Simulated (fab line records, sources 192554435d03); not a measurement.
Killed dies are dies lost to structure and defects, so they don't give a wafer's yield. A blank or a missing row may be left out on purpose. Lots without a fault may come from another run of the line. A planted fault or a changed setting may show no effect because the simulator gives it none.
Which tool did it? | flow n5_finfet | 10 lots, 28 wafers sampled, at 5 steps of a route of 1938

WHAT THE GAUGES READ, wafer by wafer
N5_BEOL_M1_CD_MEAS_28: target cd y 23.3 nm. Usual: cd_nm 23.89 nm, standard deviation 0.28.
lot  | measured     | on        | cd_nm (nm)        | flag
L948 | day 6 02:23  | cd_sem-02 | 24.04 24.11 23.84 |
L950 | day 6 15:09  | cd_sem-02 | 23.64 23.97 24.11 |
L952 | day 6 23:52  | cd_sem-02 | 23.80 23.79       |
L954 | day 7 13:04  | cd_sem-03 | 23.69 23.84       |
L953 | day 7 16:49  | cd_sem-03 | 23.42 23.59 23.38 |
L955 | day 7 18:44  | cd_sem-02 | 24.31 24.59 23.79 |
L963 | day 10 01:08 | cd_sem-03 | 24.45 23.88 24.27 |
L966 | day 10 16:05 | cd_sem-03 | 23.96 23.49 23.57 |
L968 | day 11 08:05 | cd_sem-02 | 24.22 24.09 24.10 |
L969 | day 11 17:45 | cd_sem-02 | 24.00 23.81 23.83 |

N5_BEOL_M4_RC_MEAS_101. Usual: DIBL_N 35.8 mV/V, standard deviation 2.2; DIBL_P 35.3 mV/V, standard deviation 2.7; IOFF_N 0.16 nA/um, standard deviation 0.043; IOFF_P 0.21 nA/um, standard deviation 0.043; ION_N 676 uA/um, standard deviation 15; ION_P 463 uA/um, standard deviation 9.1; SS_N 71.4 mV/dec, standard deviation 0.77; SS_P 73.0 mV/dec, standard deviation 0.79; VT_N 250 mV, standard deviation 4; VT_P -249.8 mV, standard deviation 2.8.
lot  | measured     | on        | DIBL_N (mV/V)  | DIBL_P (mV/V)  | IOFF_N (nA/um) | IOFF_P (nA/um) | ION_N (uA/um) | ION_P (uA/um) | SS_N (mV/dec)  | SS_P (mV/dec)  | VT_N (mV)   | VT_P (mV)            | flag
L948 | day 8 08:11  | prober-02 | 37.7 40.3 35.7 | 39.0 41.7 37.3 | 0.19 0.25 0.17 | 0.24 0.30 0.22 | 689 708 694   | 474 481 478   | 70.9 71.5 70.7 | 72.4 73.9 72.3 | 242 240 244 | -246.0 -244.5 -247.6 |
L950 | day 9 01:29  | prober-02 | 29.6 38.5 38.8 | 29.3 39.2 39.7 | 0.08 0.23 0.24 | 0.13 0.27 0.27 | 641 693 691   | 453 474 465   | 70.4 71.8 72.6 | 72.0 74.0 74.1 | 259 244 245 | -254.3 -245.1 -245.0 |
L952 | day 9 05:28  | prober-02 | 35.9 38.0      | 35.7 37.9      | 0.13 0.19      | 0.19 0.22      | 645 697       | 447 470       | 71.4 71.5      | 73.9 74.1      | 255 246     | -252.4 -249.1        |
L954 | day 9 20:19  | prober-01 | 35.9 36.5      | 37.5 38.6      | 0.16 0.16      | 0.20 0.23      | 672 661       | 460 454       | 71.6 71.9      | 73.0 73.5      | 249 250     | -250.0 -248.3        |
L953 | day 10 00:14 | prober-02 | 37.4 35.7 38.7 | 36.2 34.5 38.2 | 0.17 0.14 0.19 | 0.24 0.22 0.28 | 681 690 695   | 474 474 475   | 71.5 71.5 72.6 | 73.3 72.7 73.8 | 251 248 247 | -248.1 -248.2 -247.4 |
L955 | day 9 21:23  | prober-02 | 35.1 32.4 36.9 | 34.8 32.2 36.6 | 0.15 0.11 0.18 | 0.20 0.17 0.23 | 665 673 680   | 456 463 460   | 71.2 70.6 72.2 | 72.8 72.5 73.7 | 251 253 248 | -251.9 -250.5 -249.3 |
L963 | day 12 01:48 | prober-01 | 39.1 34.7 33.8 | 39.6 33.9 33.5 | 0.22 0.14 0.14 | 0.26 0.19 0.17 | 688 677 689   | 468 466 465   | 71.5 71.0 70.9 | 74.2 72.7 73.3 | 245 251 251 | -250.3 -252.1 -254.2 |
L966 | day 13 05:27 | prober-02 | 34.2 33.0 39.0 | 33.5 34.1 40.5 | 0.12 0.13 0.24 | 0.18 0.19 0.30 | 666 670 702   | 460 469 486   | 70.2 70.6 71.8 | 72.3 72.6 74.1 | 255 249 244 | -250.9 -249.6 -244.9 |
L968 | day 13 21:52 | prober-01 | 34.8 34.6 37.2 | 32.2 30.8 34.4 | 0.11 0.10 0.14 | 0.18 0.16 0.21 | 671 649 669   | 458 457 468   | 71.5 71.3 71.7 | 72.6 72.3 73.1 | 254 258 252 | -251.6 -251.8 -248.4 |
L969 | day 13 22:04 | prober-02 | 33.6 34.4 37.1 | 33.1 32.8 36.3 | 0.12 0.14 0.17 | 0.17 0.16 0.21 | 673 679 673   | 463 453 449   | 70.5 71.0 72.3 | 72.1 72.0 73.5 | 251 252 250 | -255.0 -253.8 -249.5 |

WHICH TOOL RAN EACH LOT (tool, then ch and the chambers of the sampled wafers, then the start)
lot  | N5_BEOL_M0_SPUTTER_134       | N5_BEOL_M0_ANNEAL_119            | N5_BEOL_M1_ETCH_64
L948 | pvd_sputter-02, day 5 21:16  | rtp_anneal-02 ch 0, day 5 21:38  | rie_diel-05 ch 2,3, day 6 01:33
L950 | pvd_sputter-01, day 6 11:42  | rtp_anneal-02 ch 0, day 6 12:01  | rie_diel-03 ch 2,3, day 6 14:26
L952 | pvd_sputter-02, day 6 21:12  | rtp_anneal-02 ch 0, day 6 21:31  | rie_diel-06 ch 1,3, day 6 23:11
L954 | pvd_sputter-01, day 7 08:43  | rtp_anneal-02 ch 0, day 7 09:10  | rie_diel-03 ch 0,2, day 7 12:23
L953 | pvd_sputter-01, day 7 11:44  | rtp_anneal-01 ch 0, day 7 12:02  | rie_diel-03 ch 2,3, day 7 16:08
L955 | pvd_sputter-02, day 7 15:25  | rtp_anneal-01 ch 0, day 7 15:44  | rie_diel-03 ch 0,2, day 7 17:56
L963 | pvd_sputter-03, day 9 20:16  | rtp_anneal-01 ch 0, day 9 21:07  | rie_diel-05 ch 1,3, day 10 00:20
L966 | pvd_sputter-03, day 10 11:30 | rtp_anneal-02 ch 0, day 10 11:50 | rie_diel-06 ch 0,2,3, day 10 15:18
L968 | pvd_sputter-01, day 11 00:59 | rtp_anneal-02 ch 0, day 11 01:22 | rie_diel-06 ch 0,1, day 11 07:17
L969 | pvd_sputter-01, day 11 10:09 | rtp_anneal-01 ch 0, day 11 10:36 | rie_diel-03 ch 0,2,3, day 11 13:58
- N5_BEOL_M0_SPUTTER_134: material Cu, target thk 4 nm, time 7.37 s.
- N5_BEOL_M0_ANNEAL_119: time 90 s.
- N5_BEOL_M1_ETCH_64: etches SOC in N2/H2, target depth 75 nm, overetch 15 nm, time 112.5 s.

WHAT THE TOOLS THEMSELVES READ (means of the sampled wafers that have a number; where no wafer has one, the mark that the record gives instead)
N5_BEOL_M0_SPUTTER_134. Usual: susceptor_temp_C -19.99 C, standard deviation 0.1; throttle_valve_pct 30.0 %, standard deviation 0.99.
lot  | tool           | susceptor_temp_C (C) | throttle_valve_pct (%) | flag
L948 | pvd_sputter-02 | -20.00               | 29.8                   |
L950 | pvd_sputter-01 | -20.01               | 29.0                   |
L952 | pvd_sputter-02 | -19.99               | 29.0                   |
L954 | pvd_sputter-01 | -20.13               | 31.1                   |
L953 | pvd_sputter-01 | -20.03               | 30.3                   |
L955 | pvd_sputter-02 | -20.06               | 29.0                   |
L963 | pvd_sputter-03 | -20.13               | 30.8                   |
L966 | pvd_sputter-03 | -19.92               | 30.5                   |
L968 | pvd_sputter-01 | -20.07               | 30.4                   |
L969 | pvd_sputter-01 | -19.96               | 29.7                   |

N5_BEOL_M0_ANNEAL_119. Usual: wafer_temp_C_max 225.85, standard deviation 0.25.
lot  | tool          | wafer_temp_C_max | flag
L948 | rtp_anneal-02 | 225.88           |
L950 | rtp_anneal-02 | 225.69           |
L952 | rtp_anneal-02 | 225.70           |
L954 | rtp_anneal-02 | 226.18           |
L953 | rtp_anneal-01 | 225.84           |
L955 | rtp_anneal-01 | 226.10           |
L963 | rtp_anneal-01 | 225.60           |
L966 | rtp_anneal-02 | 226.07           |
L968 | rtp_anneal-02 | 225.94           |
L969 | rtp_anneal-01 | 225.58           |

N5_BEOL_M1_ETCH_64. Usual: drypump_motor_current_A 5.74 A, standard deviation 0.28; oes_product_au 0.63 a.u., standard deviation 0.066; rf_fwd_power_W 836.7 W, standard deviation 2.4; rf_vpp_V 522.7 V, standard deviation 2.5; showerhead_plenum_p_Torr 2.51 Torr, standard deviation 0.09; throttle_valve_pct 17.85 %, standard deviation 0.22.
lot  | tool        | drypump_motor_current_A (A) | oes_product_au (a.u.) | rf_fwd_power_W (W) | rf_vpp_V (V) | showerhead_plenum_p_Torr (Torr) | throttle_valve_pct (%) | flag
L948 | rie_diel-05 | 5.74                        | 0.65                  | 836.0              | 524.6        | 2.57                            | 17.94                  |
L950 | rie_diel-03 | 5.96                        | 0.58                  | 834.1              | 520.8        | 2.44                            | 17.83                  |
L952 | rie_diel-06 | 5.74                        | 0.61                  | 839.3              | 520.2        | 2.44                            | 17.80                  |
L954 | rie_diel-03 | 6.25                        | 0.66                  | 837.0              | 521.0        | 2.45                            | 17.63                  |
L953 | rie_diel-03 | 5.82                        | 0.59                  | 1037.0             | 484.4        | 2.43                            | 17.97                  | OFF
L955 | rie_diel-03 | 6.30                        | 0.69                  | 1036.8             | 485.5        | 2.46                            | 17.61                  | OFF
L963 | rie_diel-05 | 5.84                        | 0.61                  | 836.3              | 526.2        | 2.63                            | 17.90                  |
L966 | rie_diel-06 | 5.60                        | 0.68                  | 837.0              | 523.3        | 2.55                            | 17.72                  |
L968 | rie_diel-06 | 5.59                        | 0.65                  | 836.8              | 521.2        | 2.46                            | 17.78                  |
L969 | rie_diel-03 | 6.06                        | 0.61                  | 836.7              | 521.1        | 2.44                            | 17.83                  |

THE ANSWER, worked out from the rows above alone
Rule: a lot is off if the mean of its wafers that have a number lies more than 3 standard deviations from the usual mean. A lot without any number at a reading at which 4 lots or more have one is off too. The other lots that the step has rows for count as sound. The gauges are gone through in route order, then the tools' own readings, and for those a lot's mean is taken as printed above. The first step at which some lot is off is used, and at that step the reading that is off furthest; a lot without a number counts as furthest.
Off: L953, L955, at N5_BEOL_M1_ETCH_64 (rf_fwd_power_W).
A tool fits if, at that step or a process step before it, it ran every lot that is off, and no sound lot after the first of them. None of those tried fits.

WHAT THE SIMULATOR HAD PUT IN
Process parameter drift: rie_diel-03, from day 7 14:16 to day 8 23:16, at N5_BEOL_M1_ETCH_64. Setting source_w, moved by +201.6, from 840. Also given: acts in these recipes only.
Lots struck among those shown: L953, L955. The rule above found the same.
